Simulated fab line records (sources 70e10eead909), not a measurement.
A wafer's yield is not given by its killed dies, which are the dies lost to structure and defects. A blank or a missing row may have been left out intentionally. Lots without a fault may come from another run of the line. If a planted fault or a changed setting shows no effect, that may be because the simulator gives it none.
Matching of chambers + flow nand_harc + rie_diel-13 running NHARC_A_STAIRCASE_DESCUM_312: 4 sister chambers
The step chemistry O2, time 3 s. 8 wafers are shown with their chamber, then 9 later ones without.

WAFERS, EACH WITH ITS CHAMBER
| wafer  | chamber | showerhead_plenum_p_Torr (Torr) | drypump_motor_current_A (A) |
|--------|---------|---------------------------------|-----------------------------|
| L075.2 | 0       | 1.98                            | 4.7                         |
| L075.6 | 0       | 1.98                            | 4.7                         |
| L081.6 | 2       | 1.77                            | 5.7                         |
| L083.4 | 3       | 1.87                            | 5.9                         |
| L083.6 | 1       | 1.82                            | 6.2                         |
| L085.1 | 2       | 1.76                            | 5.7                         |
| L085.2 | 1       | 1.82                            | 6.2                         |
| L085.6 | 3       | 1.87                            | 5.8                         |

WAFERS WHOSE CHAMBER IS MISSING
| wafer  | showerhead_plenum_p_Torr (Torr) | drypump_motor_current_A (A) |
|--------|---------------------------------|-----------------------------|
| L091.1 | 1.87                            | 5.8                         |
| L091.4 | 1.97                            | 4.7                         |
| L091.5 | 2.07                            | 5.7                         |
| L095.2 | 1.96                            | 4.7                         |
| L095.3 | 2.07                            | 5.7                         |
| L095.4 | 1.86                            | 5.9                         |
| L096.4 | 1.86                            | 5.9                         |
| L096.5 | 1.81                            | 6.2                         |
| L096.6 | 2.07                            | 5.7                         |

EACH ONE'S CHAMBER
| wafer  | from the rows above | in truth                   |
|--------|---------------------|----------------------------|
| L091.1 | 3                   | 3                          |
| L091.4 | 0                   | 0                          |
| L091.5 | 0                   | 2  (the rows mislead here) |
| L095.2 | 0                   | 0                          |
| L095.3 | 0                   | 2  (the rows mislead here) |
| L095.4 | 3                   | 3                          |
| L096.4 | 3                   | 3                          |
| L096.5 | 1                   | 1                          |
| L096.6 | 0                   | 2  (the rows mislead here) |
6 of 9 placed correctly. Left unplaced by these rows: 0. Placed wrongly: 3.
How it was worked out, from the rows above alone: a wafer's distance from a chamber is the root of the sum, over the readings, of the square of ((its reading less the chamber's mean) divided by the reading's scatter). The wafer belongs to the nearest chamber; if the next one is less than 2 further off, it can't be placed. Each chamber's mean is taken over the wafers shown for it. The scatter: the root of (the sum of the squares of (reading less its chamber's mean) over the shown wafers, divided by (wafers less chambers)).
